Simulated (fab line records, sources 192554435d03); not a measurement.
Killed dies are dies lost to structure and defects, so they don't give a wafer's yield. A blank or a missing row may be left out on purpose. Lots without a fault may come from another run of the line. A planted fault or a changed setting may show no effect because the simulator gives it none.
Split-lot experiment | flow n5_finfet | 7 lots, 21 wafers read, on a route of 1938 steps

THE SPLIT
At N5_BEOL_M12_COAT_58 (time 60 s, resist thk 89 nm), the setting spin_rpm was moved away from the recipe's 1500 rpm on 6 of the 21 wafers read, by -10.8% to +4.2%. The other wafers ran this setting at the recipe's value.

FROM THE SPLIT TO THE READING: what the file shows between them, 3 steps
- N5_BEOL_M12_COAT_04: resist thk 400 nm
- N5_BEOL_M12_EBR_06
- N5_BEOL_M12_DESCUM_15: chemistry O2, time 7.9 s

THE READING
etch.depth_nm (the simulator's own value, which no gauge read), in nm, at N5_BEOL_M12_ETCH_59 (etches BARC in N2/H2, target depth 89 nm, overetch 26.7 nm, time 67.9 s). The file gives no usual value for it. The 15 wafers here that ran the recipe average 89.07 nm, standard deviation 0.29 nm.

wafer  | tool, chamber at the split | spin_rpm as run, rpm | against the recipe | etch.depth_nm, nm | against lot-mates on the recipe
L079.1 | litho_track-01, 0          | 1500                 | recipe             | 89.02             | -
L079.4 | litho_track-01, 0          | 1563                 | +4.2%              | 87.49             | -1.49
L079.5 | litho_track-01, 0          | 1500                 | recipe             | 88.94             | -
L081.2 | litho_track-04, 0          | 1361                 | -9.3%              | 92.98             | +4.43
L081.3 | litho_track-04, 0          | 1361                 | -9.3%              | 92.91             | +4.36
L081.6 | litho_track-04, 0          | 1500                 | recipe             | 88.55             | -
L083.1 | litho_track-03, 0          | 1420                 | -5.3%              | 91.77             | +2.18
L083.3 | litho_track-03, 0          | 1500                 | recipe             | 89.41             | -
L083.5 | litho_track-03, 0          | 1500                 | recipe             | 89.77             | -
L090.1 | litho_track-01, 0          | 1500                 | recipe             | 89.14             | -
L090.5 | litho_track-01, 0          | 1500                 | recipe             | 89.27             | -
L090.6 | litho_track-01, 0          | 1338                 | -10.8%             | 94.3              | +5.09
L091.1 | litho_track-03, 0          | 1500                 | recipe             | 89.01             | -
L091.2 | litho_track-03, 0          | 1357                 | -9.5%              | 93.76             | +4.73
L091.5 | litho_track-03, 0          | 1500                 | recipe             | 89.05             | -
L086.3 | litho_track-03, 0          | 1500                 | recipe             | 89.03             | -
L086.5 | litho_track-03, 0          | 1500                 | recipe             | 89.22             | -
L086.6 | litho_track-03, 0          | 1500                 | recipe             | 89.2              | -
L092.4 | litho_track-01, 0          | 1500                 | recipe             | 89.04             | -
L092.5 | litho_track-01, 0          | 1500                 | recipe             | 88.69             | -
L092.6 | litho_track-01, 0          | 1500                 | recipe             | 88.75             | -

THE FIT
A straight line over all 21 wafers: etch.depth_nm changes by -0.453 nm for each +1% of spin_rpm; r = -0.99; the points scatter about the line by 0.31 nm.
The same after taking each lot's own level away (the mean of its wafers on the recipe; 21 wafers): -0.466 nm for each +1%; r = -1.00; scatter 0.17 nm.
On that fit, the largest move of spin_rpm shifts the reading by 5 nm.
The lots' own levels span 88.550 to 89.590 nm, that is 3.6 times the standard deviation above.
So the lot-to-lot level changes the slope little: the two slopes agree.
Check: with one of the wafers moved furthest among these (-10.8%) left out of the fit, the line predicts +5.05 nm for it against its lot-mates. It came out at +5.09 nm against them.

OTHER SPLITS ON THESE WAFERS
These wafers also went through other splits before the reading. Each is held against what the fit with the lots' levels taken away leaves over:
other split on the same wafers    | wafers away from the commonest value | r with etch.depth_nm (lot level and that fit taken away)
N5_BEOL_M10_TRENCH_ETCH_37 time_s | 5                                    | +0.02

THE WHOLE CHAIN: every reading that the file lists as answering this split, in the file's order
step                 | what it does                                                            | reading                                                                          | change (the file's fit)               | r (the file's)
N5_BEOL_M12_COAT_58  | time 60 s, resist thk 89 nm                                             | BARC_of_BEOL_M12_COAT_58.thk_nm (the simulator's own value, which no gauge read) | -0.475 nm for each +1% of the setting | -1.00
N5_BEOL_M12_ETCH_59  | etches BARC in N2/H2, target depth 89 nm, overetch 26.7 nm, time 67.9 s | etch.depth_nm (the simulator's own value, which no gauge read)                   | -0.468 nm for each +1% of the setting | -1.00
N5_BEOL_M12_STRIP_64 | strips in N2/H2                                                         | strip_time_to_endpoint_s                                                         | withheld for each +1% of the setting  | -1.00

THE FILE'S OWN FIT
etch.depth_nm changes by -0.468 nm for each +1% of spin_rpm, r = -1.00.
